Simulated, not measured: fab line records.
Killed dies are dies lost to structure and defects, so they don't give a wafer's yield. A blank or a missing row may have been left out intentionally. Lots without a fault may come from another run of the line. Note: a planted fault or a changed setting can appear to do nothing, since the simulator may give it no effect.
One fault seen from 2 desks / flow n5Finfet / only its own numbers are on each desk; what lay behind them is given at the end

TOOL OWNER'S DESK, lithoTrack-05
The tool's own readings at N5_FIN_SAQP_COAT_49 (time 60 s, resist thk 100 nm): means of the sampled wafers that have a number, for each lot that ran on this tool. Marked OUT: a lot whose mean sits more than 4 standard deviations from the usual mean, which makes it out of limits; the brackets give that distance.
Columns: A = resistLineTempC at N5_FIN_SAQP_COAT_49, usual 23.03 C; B = spinSpeedRpm at N5_FIN_SAQP_COAT_49, usual 1500.0 rpm
lot=L775; first seen here=day 3 02:53; A=23.10; B=1500.2
lot=L783; first seen here=day 5 03:01; A=22.93; B=1347.6 (-99 or more) OUT
lot=L786; first seen here=day 5 21:30; A=22.84; B=1348.4 (-99 or more) OUT
lot=L787; first seen here=day 6 03:29; A=23.08; B=1347.5 (-99 or more) OUT
Finding of this desk: L783, L786, L787 out of limits; the first was L783 at day 5 03:01, on spinSpeedRpm at N5_FIN_SAQP_COAT_49. L775: within limits.

AT THE METROLOGY DESK
Means of the sampled wafers that have a number, per lot and without regard to the tool the lot ran on: this is what the gauges read. Marked OUT: a lot whose mean sits more than 4 standard deviations from the usual mean, which makes it out of limits; the brackets give that distance. Of its 10 readings 7 are shown: those that lie furthest out on some lot.
Columns: A = DIBL_N at N5_BEOL_M4_RC_MEAS_101, usual 36.8 mV/V; B = IOFF_N at N5_BEOL_M4_RC_MEAS_101, usual 0.18 nA/um; C = ION_P at N5_BEOL_M4_RC_MEAS_101, usual 466 uA/um; D = SS_N at N5_BEOL_M4_RC_MEAS_101, usual 71.7 mV/dec; E = SS_P at N5_BEOL_M4_RC_MEAS_101, usual 73.5 mV/dec; F = VT_N at N5_BEOL_M4_RC_MEAS_101, usual 248 mV; G = VT_P at N5_BEOL_M4_RC_MEAS_101, usual -249 mV
lot=L775; first seen here=day 9 11:44; A=36.4; B=0.16; C=461; D=72.2; E=73.0; F=251; G=-253
lot=L783; first seen here=day 11 07:38; A=38.5; B=0.20; C=465; D=71.7; E=74.2; F=246; G=-248
lot=L786; first seen here=day 11 15:32; A=39.9; B=0.22; C=455; D=73.1; E=74.0; F=247; G=-251
lot=L787; first seen here=day 11 20:40; A=38.1; B=0.17; C=469; D=71.8; E=72.8; F=248; G=-248
lot=L789; first seen here=day 12 20:31; A=38.3; B=0.21; C=470; D=72.0; E=73.4; F=246; G=-245
This desk's verdict: no lot among the 5 shows anything out of limits.

BROUGHT TOGETHER
The tool owner's desk could have raised an alarm at day 5 03:01, on L783, L786, L787.
The metrology desk saw nothing out of limits.
The metrology desk has L783, L786, L787 on record, within its limits.
The lots listed all ran N5_FIN_SAQP_COAT_49 on lithoTrack-05.

WHAT THE SIMULATOR PUT IN
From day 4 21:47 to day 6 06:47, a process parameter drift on lithoTrack-05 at N5_FIN_SAQP_COAT_49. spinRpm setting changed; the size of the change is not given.
Shown lots that were struck: L783, L786, L787.
How many hours passed from the start of the fault until each desk's first out-of-limits reading: the tool owner's desk, 5.
